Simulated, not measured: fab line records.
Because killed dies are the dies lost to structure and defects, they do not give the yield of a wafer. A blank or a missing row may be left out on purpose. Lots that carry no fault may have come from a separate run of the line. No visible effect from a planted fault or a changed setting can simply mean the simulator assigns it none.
fab line records	flow n5-finfet
[record] lots = 7	wafers = 21
route steps=1938 shown BEOL_M0_SAQP@638 BEOL_M2@870 BEOL_M3@938 BEOL_M4@1026
start-h: hours from the record's first day to the start of the lot's first wafer shown	wait-h: hours from the lot's prior step to this one	" repeats the value in the row above	L1.1+2: a row that stands for several wafers	- either no value or no given start	* or withheld: withheld	< > ~ a bound
route shown NAME@n: names a module that has steps shown in the file, with the first one's number in the route	usual: the fault-free wafers' mean and standard deviation	same: alike in all rows	chamber/n: place in a boat	sites: readings site by site	_std_site: the standard deviation of these	_edge_site: inner sites' mean taken away from outer sites' mean	radius-mm: for every site, how far away it sits from the centre of the wafer	mask NAME#n: copy n	behind: the last tool/chamber to shape the wafer	hold: the reason the lot was held/the length of the hold in hours/how it ended	device: the n, p or np transistor that did not switch	end of line: the tests these same wafers got at the end of their route	step lacking rows: just its recipe	killed: count of dies lost to structure and defects at first sort (not the wafer's yield)	map: a wafer's dies, marking killed ones x, the rest . and places with no die _
set.NAME: the run value of the setting; set.NAME@STEP: its run value at that earlier step	model.NAME: the simulator's own value behind a step, which no gauge read
lots whose settings were changed on purpose; a table a step, a row a wafer
[[steps]]
[step N5_BEOL_M0_SAQP_PECVD_04]
[recipe] material = a-Si	target-thk-a = 600	temp-c = 350	precursor = SiH4/He	pressure-torr = 3	rf-w = 100	time-s = 60.2
lot.wafer	tool	chamber	start-h	wait-h	set.time-s	model.a-Si_of_BEOL_M0_SAQP_PECVD_04.thk-nm
L078.2	pecvd-01	1	136.84	0.0	60.2	62.2
L078.5	"	1	"	"	60.2	62.4
L078.6	"	0	"	"	60.2	61.2
L080.2	pecvd-04	0	148.80	0.0	60.2	60.2
L080.4+5	"	2,0	"	"	63.09	63.8
L081.1	pecvd-01	1	153.99	0.0	60.2	60.8
L081.3	"	2	"	"	57.32	57.4
L081.4	"	0	"	"	57.32	58
L082.1+3	pecvd-02	1,0	163.12	0.0	60.2	59.6
L082.4	"	1	"	"	64.85	65
L084.1	pecvd-02	0	171.85	0.0	60.2	58.8
L084.2	"	1	"	"	65.32	64.6
L084.5	"	1	"	"	65.32	65.4
L093.3+5	pecvd-02	1	219.67	0.1	65.36	65.8
L093.4	"	2	"	"	60.2	60.8
L094.2	pecvd-01	0	225.19	0.0	60.2	60
L094.3	"	1	"	"	60.2	60.6
L094.4	"	2	"	"	60.2	61.6
[step N5_BEOL_M0_SAQP_THK_MEAS_05]
[usual] thk-nm = 60.2/0.84
lot.wafer	tool	chamber	start-h	wait-h	set.time-s@BEOL_M0_SAQP_PECVD_04	thk-nm
L078.2	film-metro-02	-	136.94	0.1	60.2	62.1
L078.5	"	-	"	"	60.2	62.4
L078.6	"	-	"	"	60.2	61.1
L080.2	film-metro-02	-	148.90	0.1	60.2	60.2
L080.4	"	-	"	"	63.09	63.8
L080.5	"	-	"	"	63.09	63.9
L081.1	film-metro-02	-	154.09	0.1	60.2	60.8
L081.3	"	-	"	"	57.32	57.4
L081.4	"	-	"	"	57.32	58.0
L082.1	film-metro-02	-	163.21	0.1	60.2	59.5
L082.3	"	-	"	"	60.2	59.6
L082.4	"	-	"	"	64.85	64.9
L084.1	film-metro-01	-	171.95	0.1	60.2	58.9
L084.2	"	-	"	"	65.32	64.6
L084.5	"	-	"	"	65.32	65.3
L093.3	film-metro-02	-	219.77	0.1	65.36	65.8
L093.4	"	-	"	"	60.2	60.9
L093.5	"	-	"	"	65.36	65.8
L094.2	film-metro-02	-	225.28	0.1	60.2	60.0
L094.3	"	-	"	"	60.2	60.6
L094.4	"	-	"	"	60.2	61.7
[step N5_BEOL_M0_SAQP_HM_DEP_111]
[recipe] material = SiO2	target-thk-a = 120	temp-c = 400	precursor = SiH4/N2O	pressure-torr = 0.75	rf-w = 275	time-s = 7.2
[step N5_BEOL_M0_SAQP_COAT_81]
[recipe] resist = SOC	temp-c = 250	time-s = 60	spin-rpm = 1500	resist-thk-nm = 100
[step N5_BEOL_M0_SAQP_HM_OPEN_112]
[recipe] chemistry = CHF3/O2	target = SiO2	stop-on = a-Si	target-depth-a = 120	over-etch-frac = 1.25	mask-material = SOC	time-s = 13.5	pressure-mtorr = 30	source-w = 650	bias-w = 170	Ar_flow_sccm = 200	CHF3_flow_sccm = 50	O2_flow_sccm = 5	ion-energy-ev = 200	ends = end-point
[step N5_BEOL_M0_SAQP_STRIP_113]
[recipe] chemistry = CHF3/O2	resist = SiARC	rf-frequency-hz = 6e+07
[step N5_BEOL_M0_SAQP_MANDREL_ETCH_20]
[recipe] target-depth-a = 600	chemistry = HBr/Cl2	target = a-Si	stop-on = SiNx	bt-time-s = 10	mask-material = SOC	over-etch-frac = 0.5	time-s = 30	pressure-mtorr = 10	icp-w = 800	bias-w = 75	HBr_flow_sccm = 150	Cl2_flow_sccm = 80	ends = end-point
lot.wafer	tool	chamber	start-h	wait-h	set.time-s@BEOL_M0_SAQP_PECVD_04	model.etch.depth-nm
L078.2	rie-si-06	3	137.78	0.0	60.2	62.12
L078.5	"	3	"	"	60.2	62.41
L078.6	"	0	"	"	60.2	61.17
L080.2	rie-si-06	2	149.75	0.0	60.2	60.22
L080.4	"	1	"	"	63.09	63.67
L080.5	"	2	"	"	63.09	63.87
L081.1	rie-si-06	3	155.03	0.0	60.2	60.79
L081.3	"	2	"	"	57.32	57.39
L081.4	"	0	"	"	57.32	57.97
L082.1	rie-si-04	0	164.06	0.0	60.2	59.51
L082.3	"	1	"	"	60.2	59.65
L082.4	"	3	"	"	64.85	64.95
L084.1	rie-si-04	3	172.87	0.0	60.2	58.87
L084.2	"	0	"	"	65.32	64.59
L084.5	"	0	"	"	65.32	65.34
L093.3	rie-si-05	3	220.49	0.0	65.36	65.73
L093.4	"	2	"	"	60.2	60.84
L093.5	"	2	"	"	65.36	65.82
L094.2	rie-si-06	1	226.15	0.0	60.2	60.05
L094.3	"	0	"	"	60.2	60.53
L094.4	"	3	"	"	60.2	61.59
[step N5_BEOL_M0_SAQP_STRIP_86]
[recipe] chemistry = N2/H2	power-w = 500	temp-c = 40	pressure-mtorr = 50	rf-frequency-hz = 6e+07	overash-fraction = 0.3	bias-power-w = 28	h2-frac = 0.5	n2-flow-sccm = 300	h2-flow-sccm = 300
[step N5_BEOL_M0_SAQP_STRIP_115]
[recipe] chemistry = post-etch-residue-remover	time-s = 60	temp-c = 25	remover-ph = withheld	remover-water-wt-pct = withheld	remover-fluoride-wt-pct = withheld
[step N5_BEOL_M0_SAQP_ETCH_101]
[recipe] chemistry = CH3F/O2	target = SiNx	mask-material = SiO2	target-depth-a = 299	time-s = 42.7	pressure-mtorr = 30	source-w = 395	bias-w = 73	Ar_flow_sccm = 150	CH3F_flow_sccm = 30	O2_flow_sccm = 20	ion-energy-ev = 120
[step N5_BEOL_M0_SAQP_ETCH_102]
[recipe] chemistry = CF4	target = SiO2	target-depth-a = 40	ion-energy-ev = 350	time-s = 4.4	pressure-mtorr = 10	icp-w = 800	bias-w = 400	cf4-flow-sccm = 80
[step N5_BEOL_M0_SAQP_MANDREL_ETCH_103]
[recipe] chemistry = HBr/Cl2	target = a-Si	target-depth-a = 450	bt-time-s = 10	stop-on = SiCN	mask-material = SiO2	over-etch-frac = 0.8	time-s = 27	pressure-mtorr = 10	icp-w = 800	bias-w = 75	HBr_flow_sccm = 150	Cl2_flow_sccm = 80	ends = end-point
[usual] oes-product-au = 0.685/0.013
lot.wafer	tool	chamber	start-h	wait-h	set.time-s@BEOL_M0_SAQP_PECVD_96	oes-product-au	model.etch.depth-nm
L078.2	rie-si-06	1	139.30	0.0	47.58	0.708	47.15
L078.5	"	1	"	"	45.2	0.697	45.73
L078.6	"	2	"	"	47.58	0.708	46.98
L080.2	rie-si-04	2	151.28	0.0	49.28	0.722	48.01
L080.4	"	3	"	"	45.2	0.684	44.2
L080.5	"	2	"	"	45.2	0.697	44.97
L081.1	rie-si-06	3	156.81	0.0	45.2	0.673	45.56
L081.3	"	0	"	"	38.52	0.623	38.61
L081.4	"	2	"	"	45.2	0.701	45.53
L082.1	rie-si-05	1	165.56	0.0	45.2	0.702	45.46
L082.3	"	0	"	"	50.8	0.737	50.72
L082.4	"	0	"	"	45.2	0.700	45.94
L084.1	rie-si-05	2	174.33	0.0	45.2	0.667	43.87
L084.2	"	0	"	"	47.83	0.712	47.15
L084.5	"	1	"	"	45.2	0.693	45.64
L093.3	rie-si-04	2	222.41	0.0	41.22	0.658	41.45
L093.4	"	0	"	"	45.2	0.691	44.52
L093.5	"	3	"	"	45.2	0.700	45.34
L094.2	rie-si-05	2	227.82	0.0	45.2	0.671	44.89
L094.3	"	0	"	"	45.2	0.688	44.69
L094.4	"	1	"	"	45.2	0.698	45.62
[step N5_BEOL_M0_SAQP_RECESS_104]
[recipe] chemistry = HF/NH3	target = SiO2	target-depth-a = 180	afs-cycles = 3	temp-c = 30	sublimation-temp-c = 180	sublimation-time-s = 60
[step N5_BEOL_M0_SAQP_COAT_105]
[recipe] resist = SOC	temp-c = 250	time-s = 60	spin-rpm = 1500	resist-thk-nm = 100
[step N5_BEOL_M0_SAQP_RECESS_109]
[recipe] chemistry = HF/NH3	target = SiO2	target-depth-a = 30	afs-cycles = 1	temp-c = 30	sublimation-temp-c = 180	sublimation-time-s = 60
[step N5_BEOL_M0_SAQP_SPACER2_ALD_26]
[recipe] material = SiO2	target-thk-a = 150	temp-c = 300	ald-precursor-family = BDEAS	ald-co-reactant = O2-plasma	pulse-time-s = 1	purge-time-s = 2	co-reactant-purge-time-s = 2	pressure-torr = 2
[step N5_BEOL_M0_SAQP_SPACER2_ETCHBACK_27]
[recipe] chemistry = CHF3/O2	mode = anisotropic-etchback	target = SiO2	target-depth-a = 225	time-s = 11.25	pressure-mtorr = 30	source-w = 650	bias-w = 170	Ar_flow_sccm = 200	CHF3_flow_sccm = 50	O2_flow_sccm = 5	ion-energy-ev = 200
lot.wafer	tool	chamber	start-h	wait-h	set.time-s@BEOL_M0_SAQP_PECVD_96	model.a-Si_of_BEOL_M0_SAQP_PECVD_96.thk-nm
L078.2	rie-diel-02	3	142.13	0.3	47.58	45
L078.5	"	0	"	"	45.2	43.6
L078.6	"	3	"	"	47.58	44.8
L080.2	rie-diel-05	2	152.72	0.3	49.28	45.8
L080.4	"	0	"	"	45.2	42
L080.5	"	0	"	"	45.2	42.8
L081.1+4	rie-diel-04	1,0	158.44	0.3	45.2	43.4
L081.3	"	0	"	"	38.52	36.4
L082.1	rie-diel-04	3	167.22	0.3	45.2	43.2
L082.3	"	0	"	"	50.8	48.4
L082.4	"	3	"	"	45.2	43.8
L084.1	rie-diel-04	0	175.72	0.3	45.2	41.6
L084.2	"	1	"	"	47.83	45
L084.5	"	1	"	"	45.2	43.4
L093.3	rie-diel-02	2	224.02	0.3	41.22	39.4
L093.4	"	3	"	"	45.2	42.4
L093.5	"	2	"	"	45.2	43.2
L094.2	rie-diel-05	0	230.14	0.5	45.2	42.8
L094.3	"	3	"	"	45.2	42.6
L094.4	"	2	"	"	45.2	43.4
[step N5_BEOL_M0_SAQP_CUT_ETCH_46]
[recipe] chemistry = N2/H2	target = SOC	target-depth-a = 1350	overetch-a = 270	temp-c = 40	time-s = 202.5	ion-energy-ev = 200	mask-material = SiARC	pressure-mtorr = 30	source-w = 840	bias-w = 150	n2-flow-sccm = 200	h2-flow-sccm = 200
[usual] rf-vpp-V = 523.8/2.4
lot.wafer	tool	chamber	start-h	wait-h	set.source-w	rf-vpp-V
L078.2	rie-diel-05	2	142.85	0.0	972.7	499.8
L078.5	"	0	"	"	972.7	500.0
L078.6	"	3	"	"	840	527.1
L080.2	rie-diel-05	3	153.56	0.0	840	527.2
L080.4	"	0	"	"	973.1	500.8
L080.5	"	2	"	"	840	523.2
L081.1	rie-diel-04	3	159.15	0.0	991.2	496.7
L081.3	"	1	"	"	991.2	496.7
L081.4	"	0	"	"	991.2	494.3
L082.1	rie-diel-02	0	167.94	0.0	798.4	534.8
L082.3	"	3	"	"	798.4	533.6
L082.4	"	0	"	"	840	525.0
L084.1	rie-diel-02	3	176.43	0.0	840	523.9
L084.2	"	1	"	"	955.5	498.5
L084.5	"	1	"	"	955.5	498.0
L093.3	rie-diel-05	1	224.73	0.0	732.2	547.0
L093.4	"	3	"	"	840	525.5
L093.5	"	2	"	"	732.2	550.1
L094.2	rie-diel-05	2	231.34	0.0	840	523.8
L094.3	"	1	"	"	840	521.8
L094.4	"	3	"	"	840	526.1
[step N5_BEOL_M2_COAT_22]
[recipe] resist = CAR-EUV	spin-rpm = 1500	resist-thk-nm = 30
lot.wafer	tool	chamber	start-h	wait-h	set.spin-rpm	model.CAR-EUV_of_BEOL_M2_COAT_22.thk-nm
L078.2+5+6	litho-track-05	0	-	-	1500	30
L081.1	litho-track-05	0	-	-	1500	30
L081.3	"	0	"	"	1500	29.8
L081.4	"	0	"	"	1379	31.2
L080.2+4+5	litho-track-03	0	-	-	1500	30.2
L082.1+4	litho-track-01	0	-	-	1500	30.2
L082.3	"	0	"	"	1428	30.8
L084.1	litho-track-05	0	-	-	1555	29.6
L084.2+5	"	0	"	"	1500	30
L093.3+4+5	litho-track-05	0	-	-	1500	30
L094.2+3+4	litho-track-01	0	-	-	1500	30
[step N5_BEOL_M2_DESCUM_33]
[recipe] chemistry = O2	time-s = 7	source-power-w = 50	bias-power-w = 20	pressure-mtorr = 20	rf-frequency-hz = 2.712e+07	temp-c = 40	resist = CAR-EUV	o2-flow-sccm = 225
lot.wafer	tool	chamber	start-h	wait-h	set.time-s
L078.2+6	rie-diel-03	3,2	163.63	0.7	8.45
L078.5	"	3	"	"	7
L081.1+3	rie-diel-01	1,0	181.27	1.1	6.154
L081.4	"	2	"	"	7
L080.2+4+5	rie-diel-06	1,3,0	184.11	0.0	7
L082.1	rie-diel-01	3	187.51	0.2	7
L082.3+4	"	0,2	"	"	8.445
L084.1+2+5	rie-diel-06	1,2,0	194.82	0.4	7
L093.3+4+5	rie-diel-03	1,3,2	244.41	0.0	7
L094.2+3+4	rie-diel-01	0,2,1	250.39	0.6	7
[step N5_BEOL_M2_ETCH_77]
[recipe] chemistry = N2/H2	target = underlayer	target-depth-a = 65	mask-material = CAR-EUV	time-s = 5.2	ion-energy-ev = 200	pressure-mtorr = 30	source-w = 840	bias-w = 150	n2-flow-sccm = 200	h2-flow-sccm = 200	ends = cleared
lot.wafer	tool	chamber	start-h	wait-h	set.spin-rpm@BEOL_M2_COAT_22	set.time-s@BEOL_M2_DESCUM_33	model.CAR-EUV_of_BEOL_M2_COAT_22.thk-nm
L078.2+6	rie-diel-03	3,2	163.66	0.0	1500	8.45	19.6
L078.5	"	3	"	"	1500	7	20.4
L081.1+3	rie-diel-01	1,0	181.30	0.0	1500	6.154	20.6
L081.4	"	2	"	"	1379	7	21.6
L080.2	rie-diel-06	1	184.15	0.0	1500	7	20.4
L080.4+5	"	3,0	"	"	1500	7	20.6
L082.1	rie-diel-01	3	187.54	0.0	1500	7	20.6
L082.3	"	0	"	"	1428	8.445	20.4
L082.4	"	2	"	"	1500	8.445	19.8
L084.1	rie-diel-06	1	194.86	0.0	1555	7	19.8
L084.2+5	"	2,0	"	"	1500	7	20.4
L093.3+4+5	rie-diel-03	1,3,2	244.44	0.0	1500	7	20.4
L094.2+3+4	rie-diel-01	0,2,1	250.43	0.0	1500	7	20.4
[step N5_BEOL_M3_COAT_05]
[recipe] resist = CAR-EUV	spin-rpm = 1500	resist-thk-nm = 30
lot.wafer	tool	chamber	start-h	wait-h	set.spin-rpm	model.CAR-EUV_of_BEOL_M3_COAT_05.thk-nm
L078.2+5+6	litho-track-04	0	-	-	1500	30
L081.1+4	litho-track-02	0	-	-	1500	30
L081.3	"	0	"	"	1667	28.6
L080.2+4+5	litho-track-05	0	-	-	1500	30
L082.1+3+4	litho-track-04	0	-	-	1500	30.2
L084.1	litho-track-02	0	-	-	1360	31.2
L084.2+5	"	0	"	"	1360	31.4
L093.3+4	litho-track-05	0	-	-	1500	29.8
L093.5	"	0	"	"	1547	29.4
L094.2	litho-track-04	0	-	-	1500	30.2
L094.3+4	"	0	"	"	1500	30
[step N5_BEOL_M3_EBR_07]
[recipe] solvent = PGMEA	ebr-width-mm = 1.5
[step N5_BEOL_M3_SOFTBAKE_06]
[recipe] temp-c = 110	time-s = 60	resist = CAR-EUV
[step N5_BEOL_M3_EXPOSE_08]
[recipe] mask-id = M3	na = 0.33	source-shape = dipole	sigma-inner = 0.369	sigma-outer = 0.767	polarization = unpolarized	dose-mj = 33
[step N5_BEOL_M3_PEB_09]
[recipe] peb-temp-c = 100	peb-time-s = 60	resist = CAR-EUV
[step N5_BEOL_M3_DEVELOP_10]
[recipe] develop-time-s = 30	developer = TMAH	resist = CAR-EUV	rinse-liquid = surfactant-rinse	dry = air-spin	dev-temp-c = 23
lot.wafer	tool	chamber	start-h	wait-h	set.spin-rpm@BEOL_M3_COAT_05	model.CAR-EUV_of_BEOL_M3_COAT_05.thk-nm
L078.2+5+6	litho-track-02	0	-	-	1500	29.6
L081.1+4	litho-track-02	0	-	-	1500	29.6
L081.3	"	0	"	"	1667	28
L080.2+4	litho-track-02	0	-	-	1500	29.6
L080.5	"	0	"	"	1500	29.4
L082.1+3+4	litho-track-02	0	-	-	1500	29.8
L084.1	litho-track-02	0	-	-	1360	30.8
L084.2+5	"	0	"	"	1360	31
L093.3+4	litho-track-02	0	-	-	1500	29.4
L093.5	"	0	"	"	1547	29
L094.2+4	litho-track-02	0	-	-	1500	29.6
L094.3	"	0	"	"	1500	29.4
[step N5_BEOL_M4_COAT_62]
[recipe] resist = SiARC	temp-c = 220	time-s = 60	spin-rpm = 1500	resist-thk-nm = 12
lot.wafer	tool	chamber	start-h	wait-h	set.spin-rpm	model.SiARC_of_BEOL_M4_COAT_62.thk-nm
L078.2+5	litho-track-03	0	-	-	1500	12
L078.6	"	0	"	"	1386	12.4
L081.1+4	litho-track-03	0	-	-	1500	12
L081.3	"	0	"	"	1420	12.2
L080.2+4+5	litho-track-03	0	-	-	1500	12
L082.1+3+4	litho-track-03	0	-	-	1500	12
L084.1	litho-track-02	0	-	-	1643	11.4
L084.2	"	0	"	"	1500	12
L084.5	"	0	"	"	1643	11.6
L093.3+4+5	litho-track-01	0	-	-	1500	12
L094.2+3+4	litho-track-03	0	-	-	1500	12
[step N5_BEOL_M4_DESCUM_16]
[recipe] chemistry = O2	time-s = 7	source-power-w = 50	bias-power-w = 20	pressure-mtorr = 20	rf-frequency-hz = 2.712e+07	temp-c = 40	resist = CAR-EUV	o2-flow-sccm = 225
lot.wafer	tool	chamber	start-h	wait-h	set.time-s	model.CAR-EUV_of_BEOL_M4_COAT_05.thk-nm
L078.2	rie-diel-01	1	183.65	0.0	5.481	26.8
L078.5+6	"	0,3	"	"	7	26.2
L081.1+3+4	rie-diel-06	0,3,2	198.25	0.0	7	26
L080.2+5	rie-diel-06	3	202.75	0.0	6.304	26.4
L080.4	"	0	"	"	7	26
L082.1	rie-diel-03	2	202.99	0.1	8.22	25.6
L082.3	"	1	"	"	7	26
L082.4	"	0	"	"	8.22	25.4
L084.1+2+5	rie-diel-06	3,0,0	216.61	0.1	7	26
L093.3	rie-diel-01	0	278.61	0.0	6.381	26.4
L093.4	"	2	"	"	7	26.2
L093.5	"	0	"	"	7	26
L094.2+3+4	rie-diel-01	3,1,0	282.35	0.0	7	26
[step N5_BEOL_M4_ETCH_74]
[recipe] chemistry = N2/H2	target = underlayer	target-depth-a = 65	mask-material = CAR-EUV	time-s = 5.2	ion-energy-ev = 200	pressure-mtorr = 30	source-w = 840	bias-w = 150	n2-flow-sccm = 200	h2-flow-sccm = 200	ends = cleared
lot.wafer	tool	chamber	start-h	wait-h	set.time-s@BEOL_M4_DESCUM_16	model.CAR-EUV_of_BEOL_M4_COAT_05.thk-nm
L078.2	rie-diel-01	1	183.68	0.0	5.481	21.2
L078.5	"	0	"	"	7	20.4
L078.6	"	3	"	"	7	20.6
L081.1+3+4	rie-diel-06	0,3,2	198.29	0.0	7	20.4
L080.2	rie-diel-06	3	202.79	0.0	6.304	20.6
L080.4	"	0	"	"	7	20.4
L080.5	"	3	"	"	6.304	20.8
L082.1+4	rie-diel-03	2,0	203.02	0.0	8.22	19.8
L082.3	"	1	"	"	7	20.2
L084.1+2	rie-diel-06	3,0	216.64	0.0	7	20.4
L084.5	"	0	"	"	7	20.2
L093.3	rie-diel-01	0	278.65	0.0	6.381	20.6
L093.4+5	"	2,0	"	"	7	20.4
L094.2+3	rie-diel-01	3,1	282.38	0.0	7	20.4
L094.4	"	0	"	"	7	20.2
[step N5_BEOL_M4_ETCH_63]
[recipe] chemistry = CF4	target = SiARC	target-depth-a = 156	mask-material = CAR-EUV	time-s = 26	ion-energy-ev = 80	pressure-mtorr = 40	source-w = 545	bias-w = 36	Ar_flow_sccm = 100	cf4-flow-sccm = 100	ends = cleared
lot.wafer	tool	chamber	start-h	wait-h	set.spin-rpm@BEOL_M4_COAT_62	set.time-s@BEOL_M4_DESCUM_16	model.CAR-EUV_of_BEOL_M4_COAT_05.thk-nm	model.etch.depth-nm
L078.2	rie-diel-01	1	183.70	0.0	1500	5.481	12	11.93
L078.5	"	0	"	"	1500	7	11.2	11.98
L078.6	"	3	"	"	1386	7	11	12.45
L081.1	rie-diel-06	0	198.30	0.0	1500	7	11.2	11.94
L081.3	"	3	"	"	1420	7	11	12.27
L081.4	"	2	"	"	1500	7	11.2	11.93
L080.2	rie-diel-06	3	202.80	0.0	1500	6.304	11.4	12.01
L080.4	"	0	"	"	1500	7	11.2	12
L080.5	"	3	"	"	1500	6.304	11.4	12.03
L082.1	rie-diel-03	2	203.04	0.0	1500	8.22	10.6	12.06
L082.3	"	1	"	"	1500	7	11	12
L082.4	"	0	"	"	1500	8.22	10.6	12.03
L084.1	rie-diel-06	3	216.66	0.0	1643	7	11.6	11.45
L084.2	"	0	"	"	1500	7	11.2	12.01
L084.5	"	0	"	"	1643	7	11.4	11.52
L093.3	rie-diel-01	0	278.66	0.0	1500	6.381	11.4	11.98
L093.4	"	2	"	"	1500	7	11.2	12.03
L093.5	"	0	"	"	1500	7	11.2	12.02
L094.2	rie-diel-01	3	282.40	0.0	1500	7	11.2	12.04
L094.3	"	1	"	"	1500	7	11.2	12.06
L094.4	"	0	"	"	1500	7	11	12.02
[step N5_BEOL_M4_TRENCH_ETCH_37]
[recipe] chemistry = C4F6/O2	target-depth-a = 555.55	target = SiOC	time-s = 29.2	ion-energy-ev = 250	pressure-mtorr = 30	source-w = 355	bias-w = 185	Ar_flow_sccm = 300	C4F6_flow_sccm = 10	O2_flow_sccm = 10
[usual] rf-vpp-V = 670/12
lot.wafer	tool	chamber	start-h	wait-h	set.bias-w	rf-vpp-V
L078.2	rie-diel-06	0	-	-	185	662
L078.5	"	0	"	"	185	662
L078.6	"	1	"	"	185	661
L081.1	rie-diel-01	1	-	-	185	652
L081.3	"	2	"	"	218.1	784
L081.4	"	3	"	"	218.1	768
L080.2	rie-diel-01	1	-	-	216.5	738
L080.4	"	2	"	"	185	689
L080.5	"	3	"	"	216.5	764
L082.1	rie-diel-03	3	-	-	185	683
L082.3	"	2	"	"	185	680
L082.4	"	1	"	"	201.3	699
L084.1	rie-diel-06	3	-	-	185	672
L084.2	"	2	"	"	185	655
L084.5	"	3	"	"	185	671
L093.3	rie-diel-06	1	-	-	185	661
L093.4	"	0	"	"	195.1	691
L093.5	"	1	"	"	185	659
L094.2	rie-diel-01	1	-	-	185	652
L094.3	"	2	"	"	185	690
L094.4	"	3	"	"	185	674
[[key]]
[split] step = N5_BEOL_M0_SAQP_PECVD_04	setting = time-s	stated = 60.2	by = wafer
[response] step = N5_BEOL_M0_SAQP_PECVD_04	reading = model.a-Si_of_BEOL_M0_SAQP_PECVD_04.thk-nm	change = +0.674	per = 1%	r = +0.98
[response] step = N5_BEOL_M0_SAQP_THK_MEAS_05	reading = thk-nm	change = *	per = 1%	r = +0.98
[response] step = N5_BEOL_M0_SAQP_MANDREL_ETCH_20	reading = model.etch.depth-nm	change = +0.666	per = 1%	r = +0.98
[split] step = N5_BEOL_M0_SAQP_CUT_ETCH_46	setting = source-w	stated = 840	by = wafer
[response] step = N5_BEOL_M0_SAQP_CUT_ETCH_46	reading = rf-vpp-V	change = -1.72	per = 1%	r = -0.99
[split] step = N5_BEOL_M2_COAT_22	setting = spin-rpm	stated = 1500	by = wafer
[response] step = N5_BEOL_M2_COAT_22	reading = model.CAR-EUV_of_BEOL_M2_COAT_22.thk-nm	change = -0.146	per = 1%	r = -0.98
[response] step = N5_BEOL_M2_ETCH_77	reading = model.CAR-EUV_of_BEOL_M2_COAT_22.thk-nm	slope = -0.168	per = 1%	together-with = time-s@BEOL_M2_DESCUM_33	explained = 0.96
[split] step = N5_BEOL_M2_DESCUM_33	setting = time-s	stated = 7	by = wafer
[response] step = N5_BEOL_M2_ETCH_77	reading = model.CAR-EUV_of_BEOL_M2_COAT_22.thk-nm	slope = -0.0394	per = 1%	together-with = spin-rpm@BEOL_M2_COAT_22	explained = 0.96
[split] step = N5_BEOL_M3_COAT_05	setting = spin-rpm	stated = 1500	by = wafer
[response] step = N5_BEOL_M3_COAT_05	reading = model.CAR-EUV_of_BEOL_M3_COAT_05.thk-nm	change = -0.126	per = 1%	r = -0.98
[response] step = N5_BEOL_M3_DEVELOP_10	reading = model.CAR-EUV_of_BEOL_M3_COAT_05.thk-nm	change = -0.143	per = 1%	r = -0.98
[split] step = N5_BEOL_M4_COAT_62	setting = spin-rpm	stated = 1500	by = wafer
[response] step = N5_BEOL_M4_COAT_62	reading = model.SiARC_of_BEOL_M4_COAT_62.thk-nm	change = -0.0501	per = 1%	r = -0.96
[response] step = N5_BEOL_M4_ETCH_63	reading = model.etch.depth-nm	change = -0.0595	per = 1%	r = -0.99
[split] step = N5_BEOL_M4_DESCUM_16	setting = time-s	stated = 7	by = wafer
[response] step = N5_BEOL_M4_DESCUM_16	reading = model.CAR-EUV_of_BEOL_M4_COAT_05.thk-nm	change = -0.0298	per = 1%	r = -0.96
[response] step = N5_BEOL_M4_ETCH_74	reading = model.CAR-EUV_of_BEOL_M4_COAT_05.thk-nm	change = -0.0283	per = 1%	r = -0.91
[response] step = N5_BEOL_M4_ETCH_63	reading = model.CAR-EUV_of_BEOL_M4_COAT_05.thk-nm	change = -0.0318	per = 1%	r = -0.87
[split] step = N5_BEOL_M4_TRENCH_ETCH_37	setting = bias-w	stated = 185	by = wafer
[response] step = N5_BEOL_M4_TRENCH_ETCH_37	reading = rf-vpp-V	change = +5	per = 1%	r = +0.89
split outside-this-file step=N5_BEOL_M0_SAQP_PECVD_96 setting=time-s
// split outside-this-file: this setting was split too, and the file shows its column; the key of that split is in another file
